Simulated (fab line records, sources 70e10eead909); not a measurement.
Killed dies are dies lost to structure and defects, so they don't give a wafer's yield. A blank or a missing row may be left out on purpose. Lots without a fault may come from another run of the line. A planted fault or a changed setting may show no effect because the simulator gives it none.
Which tool did it? | flow nand_harc | 13 lots, 37 wafers sampled, at 5 steps of a route of 1302

WHAT THE GAUGES READ, wafer by wafer
NHARC_END_SORT_01. Usual: killed_at_array 57, standard deviation 20; killed_at_other 1.0, standard deviation 1.5; killed_at_periphery 3.5, standard deviation 2.5; killed_dies 62, standard deviation 21; killed_open 3.5, standard deviation 1.9; killed_short 2.4, standard deviation 1.6.
lot  | measured     | on        | killed_at_array | killed_at_other | killed_at_periphery | killed_dies | killed_open | killed_short | flag
L305 | day 28 19:05 | prober-01 | 189 52 45       | 2 0 1           | 3 2 4               | 194 54 50   | 4 3 6       | 2 1 3        |

WHICH TOOL RAN EACH LOT (tool, then ch and the chambers of the sampled wafers, then the start)
lot  | NHARC_A_STAIRCASE_ETCH_194                    | NHARC_A_STAIRCASE_TRIM_220         | NHARC_A_STAIRCASE_TRIM_229         | NHARC_A_STAIRCASE_TRIM_231
L295 | rie_diel-01 ch 0,1, day 15 15:39 or earlier   | rie_diel-01 ch 1,2, day 15 15:39   | rie_diel-07 ch 0,3, day 15 18:13   | rie_diel-07 ch 0,1, day 15 18:35
L296 | rie_diel-07 ch 0,2, day 16 14:43 or earlier   | rie_diel-04 ch 0,1, day 16 14:43   | rie_diel-07 ch 1,3, day 16 15:45   | rie_diel-07 ch 1,2,3, day 16 16:03
L300 | rie_diel-01 ch 1,2,3, day 18 14:29 or earlier | rie_diel-07 ch 1,2,3, day 18 14:29 | rie_diel-04 ch 2,3, day 18 15:31   | rie_diel-04 ch 2,3, day 18 15:47
L305 | rie_diel-07 ch 0,1,3, day 20 18:45 or earlier | rie_diel-04 ch 0,1,2, day 20 18:45 | rie_diel-04 ch 0,2,3, day 20 19:46 | rie_diel-04 ch 0,3, day 20 20:03
L308 | rie_diel-04 ch 1,2, day 21 01:46 or earlier   | rie_diel-04 ch 0,1, day 21 01:46   | rie_diel-04 ch 0,1, day 21 02:46   | rie_diel-04 ch 1,3, day 21 03:03
L309 | rie_diel-04 ch 0,3, day 22 00:03 or earlier   | rie_diel-01 ch 2,3, day 22 00:03   | rie_diel-04 ch 0,1, day 22 01:18   | rie_diel-04 ch 0,2, day 22 01:33
L310 | rie_diel-07 ch 0,2,3, day 22 14:20 or earlier | rie_diel-07 ch 1,2,3, day 22 14:20 | rie_diel-07 ch 0,2,3, day 22 15:21 | rie_diel-07 ch 0,2,3, day 22 15:38
L311 | rie_diel-01 ch 0,2,3, day 22 15:07 or earlier | rie_diel-01 ch 1,3, day 22 15:07   | rie_diel-01 ch 0,2, day 22 16:10   | rie_diel-01 ch 0,1,2, day 22 16:25
L314 | rie_diel-04 ch 1,2, day 24 08:06 or earlier   | rie_diel-04 ch 1,2, day 24 08:06   | rie_diel-07 ch 1,2, day 24 10:16   | rie_diel-07 ch 2,3, day 24 10:37
L315 | rie_diel-01 ch 0,3, day 24 09:15 or earlier   | rie_diel-04 ch 1,3, day 24 09:15   | rie_diel-04 ch 1,3, day 24 11:03   | rie_diel-04 ch 1,3, day 24 11:27
L316 | rie_diel-04 ch 0,2, day 25 04:02 or earlier   | rie_diel-01 ch 0,3, day 25 04:02   | rie_diel-01 ch 0,1,3, day 25 05:34 | rie_diel-01 ch 0,1,3, day 25 05:52
L317 | rie_diel-04 ch 0,2, day 25 11:26 or earlier   | rie_diel-04 ch 1,2, day 25 11:26   | rie_diel-07 ch 1,2,3, day 25 12:43 | rie_diel-07 ch 2,3, day 25 13:02
L318 | rie_diel-01 ch 0,3, day 25 12:11 or earlier   | rie_diel-07 ch 0,1,3, day 25 12:11 | rie_diel-04 ch 1,2, day 25 13:19   | rie_diel-04 ch 0,1, day 25 15:05
- NHARC_A_STAIRCASE_ETCH_194: etches the open film in C4F8/O2, target depth 100 nm, time 40.5 s.
- NHARC_A_STAIRCASE_TRIM_220: chemistry O2, time 211.2 s.
- NHARC_A_STAIRCASE_TRIM_229: chemistry O2, time 211.2 s.
- NHARC_A_STAIRCASE_TRIM_231: chemistry O2, time 211.2 s.

WHAT THE TOOLS THEMSELVES READ (means of the sampled wafers that have a number; where no wafer has one, the mark that the record gives instead)
NHARC_A_STAIRCASE_ETCH_194. Usual: oes_product_au 0.944 a.u., standard deviation 0.012; rf_vpp_V 897 V, standard deviation 5.1.
lot  | tool        | oes_product_au (a.u.) | rf_vpp_V (V) | flag
L295 | rie_diel-01 | 0.945                 | 889          |
L296 | rie_diel-07 | 0.943                 | 897          |
L300 | rie_diel-01 | 0.945                 | 893          |
L305 | rie_diel-07 | 0.939                 | 903          |
L308 | rie_diel-04 | 0.953                 | 900          |
L309 | rie_diel-04 | 0.941                 | 900          |
L310 | rie_diel-07 | 0.945                 | 898          |
L311 | rie_diel-01 | 0.941                 | 894          |
L314 | rie_diel-04 | 0.928                 | 899          |
L315 | rie_diel-01 | 0.955                 | 892          |
L316 | rie_diel-04 | 0.935                 | 899          |
L317 | rie_diel-04 | 0.936                 | 899          |
L318 | rie_diel-01 | 0.953                 | 894          |

NHARC_A_STAIRCASE_TRIM_220. Usual: drypump_motor_current_A 5.7 A, standard deviation 0.31; oes_product_au 1.001 a.u., standard deviation 0.011; rf_vpp_V 57.8 V, standard deviation 0.89; showerhead_plenum_p_Torr 3.56 Torr, standard deviation 0.13; throttle_valve_pct 17.037 %, standard deviation 0.0085.
lot  | tool        | drypump_motor_current_A (A) | oes_product_au (a.u.) | rf_vpp_V (V) | showerhead_plenum_p_Torr (Torr) | throttle_valve_pct (%) | flag
L295 | rie_diel-01 | 6.1                         | 1.011                 | 57.4         | 3.38                            | 17.038                 |
L296 | rie_diel-04 | 5.7                         | 0.997                 | 58.5         | 3.73                            | 17.037                 |
L300 | rie_diel-07 | 5.5                         | 0.998                 | 58.0         | 3.64                            | 17.034                 |
L305 | rie_diel-04 | 5.7                         | 0.991                 | 58.0         | 3.66                            | 17.042                 |
L308 | rie_diel-04 | 5.7                         | 1.007                 | 57.9         | 3.71                            | 17.036                 |
L309 | rie_diel-01 | 6.0                         | 1.004                 | 58.1         | 3.51                            | 17.047                 |
L310 | rie_diel-07 | 5.4                         | 1.000                 | 57.8         | 3.62                            | 17.035                 |
L311 | rie_diel-01 | 6.3                         | 1.001                 | 57.7         | 3.43                            | 17.043                 |
L314 | rie_diel-04 | 5.6                         | 0.988                 | 58.6         | 3.63                            | 17.041                 |
L315 | rie_diel-04 | 5.6                         | 0.992                 | 58.2         | 3.64                            | 17.037                 |
L316 | rie_diel-01 | 6.1                         | 1.015                 | 57.5         | 3.46                            | 17.039                 |
L317 | rie_diel-04 | 5.6                         | 0.991                 | 57.4         | 3.58                            | 17.044                 |
L318 | rie_diel-07 | 5.5                         | 0.999                 | 58.4         | 3.68                            | 17.042                 |

NHARC_A_STAIRCASE_TRIM_229. Usual: drypump_motor_current_A 5.7 A, standard deviation 0.32; oes_product_au 1.001 a.u., standard deviation 0.011; rf_vpp_V 57.9 V, standard deviation 0.92; showerhead_plenum_p_Torr 3.58 Torr, standard deviation 0.14; throttle_valve_pct 17.036 %, standard deviation 0.0087.
lot  | tool        | drypump_motor_current_A (A) | oes_product_au (a.u.) | rf_vpp_V (V) | showerhead_plenum_p_Torr (Torr) | throttle_valve_pct (%) | flag
L295 | rie_diel-07 | 5.3                         | 0.989                 | 58.6         | 3.72                            | 17.036                 |
L296 | rie_diel-07 | 5.6                         | 0.992                 | 59.2         | 3.76                            | 17.036                 |
L300 | rie_diel-04 | 5.6                         | 0.998                 | 58.4         | 3.57                            | 17.035                 |
L305 | rie_diel-04 | 5.7                         | 0.991                 | 57.4         | 3.62                            | 17.032                 |
L308 | rie_diel-04 | 5.7                         | 1.002                 | 57.7         | 3.71                            | 17.038                 |
L309 | rie_diel-04 | 5.7                         | 1.013                 | 58.3         | 3.71                            | 17.031                 |
L310 | rie_diel-07 | 5.3                         | 0.999                 | 57.4         | 3.58                            | 17.036                 |
L311 | rie_diel-01 | 5.7                         | 1.004                 | 58.3         | 3.48                            | 17.036                 |
L314 | rie_diel-07 | 5.7                         | 1.001                 | 57.8         | 3.62                            | 17.038                 |
L315 | rie_diel-04 | 5.5                         | 1.002                 | 58.5         | 3.64                            | 17.040                 |
L316 | rie_diel-01 | 6.1                         | 1.016                 | 57.9         | 3.56                            | 17.031                 |
L317 | rie_diel-07 | 5.4                         | 0.990                 | 57.8         | 3.61                            | 17.043                 |
L318 | rie_diel-04 | 5.6                         | 0.981                 | 57.5         | 3.58                            | 17.036                 |

NHARC_A_STAIRCASE_TRIM_231. Usual: drypump_motor_current_A 5.7 A, standard deviation 0.33; oes_product_au 0.999 a.u., standard deviation 0.011; rf_vpp_V 57.9 V, standard deviation 1; showerhead_plenum_p_Torr 3.57 Torr, standard deviation 0.14; throttle_valve_pct 17.036 %, standard deviation 0.0097.
lot  | tool        | drypump_motor_current_A (A) | oes_product_au (a.u.) | rf_vpp_V (V) | showerhead_plenum_p_Torr (Torr) | throttle_valve_pct (%) | flag
L295 | rie_diel-07 | 5.4                         | 1.001                 | 58.0         | 3.68                            | 17.039                 |
L296 | rie_diel-07 | 5.4                         | 0.984                 | 58.6         | 3.64                            | 17.037                 |
L300 | rie_diel-04 | 5.6                         | 1.000                 | 58.1         | 3.58                            | 17.031                 |
L305 | rie_diel-04 | 5.7                         | 1.049                 | 57.8         | 3.62                            | 17.032                 | OFF
L308 | rie_diel-04 | 5.5                         | 1.085                 | 57.5         | 3.63                            | 17.034                 | OFF
L309 | rie_diel-04 | 5.8                         | 1.070                 | 58.1         | 3.64                            | 17.028                 | OFF
L310 | rie_diel-07 | 5.3                         | 1.000                 | 57.3         | 3.58                            | 17.035                 |
L311 | rie_diel-01 | 5.9                         | 1.004                 | 58.0         | 3.40                            | 17.031                 |
L314 | rie_diel-07 | 5.3                         | 0.994                 | 57.1         | 3.50                            | 17.039                 |
L315 | rie_diel-04 | 5.5                         | 0.990                 | 57.7         | 3.64                            | 17.032                 |
L316 | rie_diel-01 | 6.1                         | 1.009                 | 58.9         | 3.56                            | 17.028                 |
L317 | rie_diel-07 | 5.3                         | 0.984                 | 57.7         | 3.60                            | 17.042                 |
L318 | rie_diel-04 | 5.6                         | 0.982                 | 57.7         | 3.68                            | 17.035                 |

THE ANSWER, worked out from the rows above alone
Rule: a lot is off if the mean of its wafers that have a number lies more than 3 standard deviations from the usual mean. A lot without any number at a reading at which 4 lots or more have one is off too. The other lots that the step has rows for count as sound. The gauges are gone through in route order, then the tools' own readings, and for those a lot's mean is taken as printed above. The first step at which some lot is off is used, and at that step the reading that is off furthest; a lot without a number counts as furthest.
Off: L305, L308, L309, at NHARC_A_STAIRCASE_TRIM_231 (oes_product_au).
A tool fits if, at that step or a process step before it, it ran every lot that is off, and no sound lot after the first of them. NHARC_A_STAIRCASE_ETCH_194 gives no start for some lots, so the hours and the order of its lots are those of NHARC_A_STAIRCASE_TRIM_220. None of those tried fits.

WHAT THE SIMULATOR HAD PUT IN
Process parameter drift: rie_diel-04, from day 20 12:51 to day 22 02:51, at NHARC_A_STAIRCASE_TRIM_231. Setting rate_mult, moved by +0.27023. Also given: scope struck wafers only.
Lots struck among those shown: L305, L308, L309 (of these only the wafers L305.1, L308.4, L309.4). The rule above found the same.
